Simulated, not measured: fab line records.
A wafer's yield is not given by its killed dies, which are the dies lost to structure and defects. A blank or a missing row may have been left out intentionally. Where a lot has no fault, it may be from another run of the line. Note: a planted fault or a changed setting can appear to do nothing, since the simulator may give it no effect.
Chamber matching -- flow nand-harc -- NHARC_P_GATE_DESCUM_93 on rie-diel-04: 4 sister chambers
The step chemistry O2, time 3 s. 18 wafers are shown with their chamber, then 9 later ones without.

WAFERS PAIRED WITH THEIR CHAMBERS
wafer,chamber,showerhead-plenum-p-Torr (Torr),drypump-motor-current-A (A),oes-product-au (a.u.)
L079.1,2,1.91,5.9,1.009
L079.2,3,1.84,5.2,1.013
L079.5,2,1.91,5.8,1.010
L081.4,0,1.93,5.6,0.982
L081.5,2,1.91,5.8,1.014
L081.6,3,1.84,5.2,1.006
L082.1,0,1.92,5.6,0.984
L082.2,3,1.84,5.2,1.001
L082.4,2,1.91,5.8,1.012
L083.2,0,1.92,5.6,0.983
L083.3,1,1.93,4.9,1.013
L083.5,2,1.91,5.9,1.009
L087.2,3,1.84,5.2,1.002
L087.4,0,1.92,5.6,0.995
L087.5,3,1.84,5.2,1.014
L089.1,0,1.92,5.6,0.979
L089.3,3,1.84,5.2,1.011
L089.4,1,1.93,4.9,1.004

SIGNATURES (means of the wafers above)
reading,chamber 0,chamber 1,chamber 2,chamber 3,scatter within a chamber
showerhead-plenum-p-Torr,1.9220,1.9300,1.9100,1.8400,0.00239
drypump-motor-current-A,5.600,4.900,5.840,5.200,0.0293
oes-product-au,0.98460,1.00850,1.01080,1.00783,0.00512
Rule: distance of a wafer from a chamber = root of the sum over the readings of ((wafer's reading minus chamber's mean) / reading's scatter) squared. The wafer belongs to the nearest chamber; if the next one is less than 2 further off, it can't be placed. The scatter is the square root of a quotient: the sum, over the shown wafers, of each reading's squared deviation from its chamber's mean, divided by wafers minus chambers.

WAFERS WITH NO CHAMBER GIVEN
wafer,showerhead-plenum-p-Torr (Torr),drypump-motor-current-A (A),oes-product-au (a.u.)
L090.1,1.90,5.9,1.009
L090.3,1.93,4.9,0.993
L090.6,1.90,5.8,1.011
L091.2,1.83,5.3,1.006
L091.3,1.92,5.6,0.991
L091.4,1.90,5.8,1.008
L092.3,1.92,4.9,1.010
L092.4,1.90,5.8,1.022
L092.6,1.92,4.9,1.003

EACH ONE'S CHAMBER
wafer,from the rows above,in truth
L090.1,2,2
L090.3,1,1
L090.6,2,2
L091.2,3,3
L091.3,0,0
L091.4,2,2
L092.3,1,1
L092.4,2,2
L092.6,1,1
Placed correctly: 9 of 9. Can't be placed from these rows: 0. Number placed wrongly: 0.
